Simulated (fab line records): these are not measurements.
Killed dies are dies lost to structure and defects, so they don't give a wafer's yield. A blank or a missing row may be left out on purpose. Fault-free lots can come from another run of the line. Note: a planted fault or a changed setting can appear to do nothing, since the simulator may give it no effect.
Matching of chambers / flow nandHarc / NHARC_A_WL_FILL_ALD_19 on aldMetal-04 has 4 sister chambers
The step deposits TiN, target thk 2 nm, pulse time 3 s, ald cycles 100. 4 wafers are shown with their chamber, then 8 later ones without.

WAFERS PAIRED WITH THEIR CHAMBERS
wafer=L083.1; chamber=2; heaterPowerW (W)=1220
wafer=L083.3; chamber=3; heaterPowerW (W)=965
wafer=L083.5; chamber=1; heaterPowerW (W)=1125
wafer=L090.1; chamber=0; heaterPowerW (W)=1092

WAFERS WITHOUT THEIR CHAMBER
wafer=L090.2; heaterPowerW (W)=1224
wafer=L090.5; heaterPowerW (W)=1211
wafer=L091.2; heaterPowerW (W)=935
wafer=L091.4; heaterPowerW (W)=1139
wafer=L091.5; heaterPowerW (W)=1147
wafer=L097.1; heaterPowerW (W)=1094
wafer=L097.3; heaterPowerW (W)=1072
wafer=L097.4; heaterPowerW (W)=1256

WHICH CHAMBER EACH WENT THROUGH
wafer=L090.2; from the rows above=2; in truth=2
wafer=L090.5; from the rows above=2; in truth=2
wafer=L091.2; from the rows above=3; in truth=3
wafer=L091.4; from the rows above=can't be placed: 1 or 0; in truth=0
wafer=L091.5; from the rows above=can't be placed: 1 or 0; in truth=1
wafer=L097.1; from the rows above=can't be placed: 0 or 1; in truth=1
wafer=L097.3; from the rows above=can't be placed: 0 or 1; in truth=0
wafer=L097.4; from the rows above=2; in truth=2
Correctly placed: 4 of 8. From these rows, 4 cannot be placed; in 4 the true chamber is one of the candidates. 0 placed wrongly.
How it was worked out, from the rows above alone: a wafer's distance from a chamber is the root of the sum, over the readings, of the square of ((its reading less the chamber's mean) divided by the reading's scatter). The wafer belongs to the nearest chamber; if the next one is less than 2 further off, it can't be placed. For every chamber, the mean is computed from those of its wafers that are shown. The scatter (one wafer shown for each chamber): square how far every hidden wafer sits from the nearest shown wafer, average those squares and take the square root.
